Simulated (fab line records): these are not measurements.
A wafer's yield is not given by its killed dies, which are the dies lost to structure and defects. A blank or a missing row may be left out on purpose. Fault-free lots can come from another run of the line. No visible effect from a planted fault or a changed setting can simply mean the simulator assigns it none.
Which of the tools did it?    flow nand_harc    11 lots, 30 wafers sampled, at 3 steps of a route of 1159

== WHAT THE GAUGES READ, wafer by wafer ==
NHARC_A_ONON_D1_THK_MEAS_34: measures by ellipsometry.
lot   measured      on             thk_nm (nm)
L395  day 8 10:47   film_metro-02  196.7 198.0 202.6
L397  day 8 17:37   film_metro-02  198.8 201.6 203.1
L398  day 8 17:37   film_metro-01  195.2 199.6 200.5
L396  day 8 17:33   film_metro-01  200.7 206.0 205.7
L402  day 10 02:55  film_metro-02  198.2 202.3 198.9
L401  day 10 03:30  film_metro-01  201.4 201.6 206.6
L404  day 10 14:04  film_metro-02  201.3 201.0 199.9
L406  day 11 04:51  film_metro-01  182.5 185.1
L408  day 11 20:25  film_metro-02  201.0 185.8 198.5 182.6
L414  day 12 16:15  film_metro-01  200.0 204.0 206.3
L415  day 13 03:14  film_metro-01  198.6 200.6 202.8

== WHAT TOOL EACH LOT RAN ON (gives the tool, then ch and the chambers of the sampled wafers, and finally the start) ==
lot   NHARC_P_BONDPAD_CMP_19         NHARC_A_ONON_D1_DEP_33
L395  cmp-03 ch 0,1,3, day 6 21:39   pecvd-03 ch 0,1,2, day 8 10:25
L397  cmp-03 ch 0,1,3, day 7 04:23   pecvd-03 ch 0,1,2, day 8 17:11
L398  cmp-02 ch 0,1,2, day 7 05:14   pecvd-02 ch 0,1,2, day 8 17:16
L396  cmp-02 ch 0,2,3, day 7 05:49   pecvd-01 ch 1,2, day 8 17:10
L402  cmp-02 ch 0,2, day 8 09:03     pecvd-03 ch 0,2, day 10 02:34
L401  cmp-02 ch 0,2, day 8 11:19     pecvd-03 ch 0,2, day 10 03:06
L404  cmp-04 ch 1,2,3, day 8 21:53   pecvd-03 ch 0,1,2, day 10 13:39
L406  cmp-02 ch 3, day 9 16:13       pecvd-03 ch 2, day 11 04:29
L408  cmp-02 ch 2,3, day 10 08:14    pecvd-03 ch 0,2, day 11 20:00
L414  cmp-02 ch 1,2,3, day 11 03:51  pecvd-02 ch 0,1,2, day 12 15:50
L415  cmp-04 ch 0,2,3, day 11 14:19  pecvd-01 ch 0,1,2, day 13 02:49
- NHARC_P_BONDPAD_CMP_19: polishes, t overpolish 30 s, cu recess touch 16 s, target thk 160.81 nm.
- NHARC_A_ONON_D1_DEP_33: deposits SiO2, target thk 200 nm.

== WHAT THE TOOLS THEMSELVES READ (means of the sampled wafers that have a number; where no wafer has one, the mark that the record gives instead) ==
NHARC_P_BONDPAD_CMP_19.
lot   tool    motor_current_A (A)  overpolish_run_s (s)  slurry_flow_ml_min
L395  cmp-03  11.7                 29.996                150.1
L397  cmp-03  12.2                 30.010                149.9
L398  cmp-02  12.8                 30.003                150.0
L396  cmp-02  12.2                 30.009                150.3
L402  cmp-02  13.1                 30.002                150.4
L401  cmp-02  13.3                 30.003                150.3
L404  cmp-04  10.2                 29.998                149.9
L406  cmp-02  10.6                 30.004                150.3
L408  cmp-02  12.7                 30.002                150.4
L414  cmp-02  12.8                 29.993                150.1
L415  cmp-04  11.4                 30.004                150.7

NHARC_A_ONON_D1_DEP_33.
lot   tool      heater_power_w (W)  mfc_precursor_sccm (sccm)  rf_fwd_power_W (W)  susceptor_temp_C (C)  throttle_valve_pct (%)
L395  pecvd-03  656                 161.3                      897                 399.99                16.0
L397  pecvd-03  650                 161.4                      898                 399.98                15.7
L398  pecvd-02  672                 161.5                      900                 399.99                15.7
L396  pecvd-01  492                 161.6                      898                 399.97                16.0
L402  pecvd-03  619                 162.0                      898                 400.00                16.4
L401  pecvd-03  642                 161.3                      900                 400.04                16.3
L404  pecvd-03  636                 161.1                      898                 400.20                16.1
L406  pecvd-03  511                 148.2                      898                 399.83                15.7
L408  pecvd-03  625                 155.2                      898                 400.00                16.1
L414  pecvd-02  648                 161.3                      897                 400.05                15.9
L415  pecvd-01  565                 161.7                      899                 400.18                15.6

== THE ANSWER, worked out from the rows above alone ==
Rule: the lots themselves supply what counts as usual. The widest of any qualifying gaps counts: lots, ordered by their means at a reading, are off when they make up no more than a third of the lots, leave a main group of 4 or more, and stand apart from it by 3 or more times the standard deviation of that group's means. A main group is skipped when, at the precision printed for the reading in the tables above, its means are all equal. A lot without any number at a reading at which 4 lots or more have one is off too. Where the step has rows for the other lots, those lots are counted as sound. First the gauges in route order, then the tools' own readings, where a lot's mean is used as printed above. At the first step where some lot is off, the reading lying furthest off is the one used; lots without a number count as furthest.
Off, at NHARC_A_ONON_D1_THK_MEAS_34 on thk_nm: L406, L408. The main group: mean 201.2 nm, standard deviation 1.9.
If a tool, at a process step before that reading, ran all the lots that are off and no sound lot after the first of them, it fits. The gauges at NHARC_A_ONON_D1_THK_MEAS_34 aren't tried: what is off there is off at NHARC_A_ONON_D1_DEP_33 too, on other tools, and a gauge's error can't cause that. One fits: NHARC_A_ONON_D1_DEP_33 on pecvd-03. Its last sound lot is L404 (day 10 13:39), its first lot that is off L406 (day 11 04:29): a fault that began between those two fits.
The tool's own readings at NHARC_A_ONON_D1_DEP_33 bear it out: on the lots that are off they differ by more than 5 times the standard deviation of the sound lots' means. mfc_precursor_sccm reads 151.7 sccm there against 161.5 sccm on the sound lots.

== WHAT THE SIMULATOR PUT IN ==
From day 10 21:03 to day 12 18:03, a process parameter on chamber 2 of pecvd-03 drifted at NHARC_A_ONON_D1_DEP_33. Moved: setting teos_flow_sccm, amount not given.
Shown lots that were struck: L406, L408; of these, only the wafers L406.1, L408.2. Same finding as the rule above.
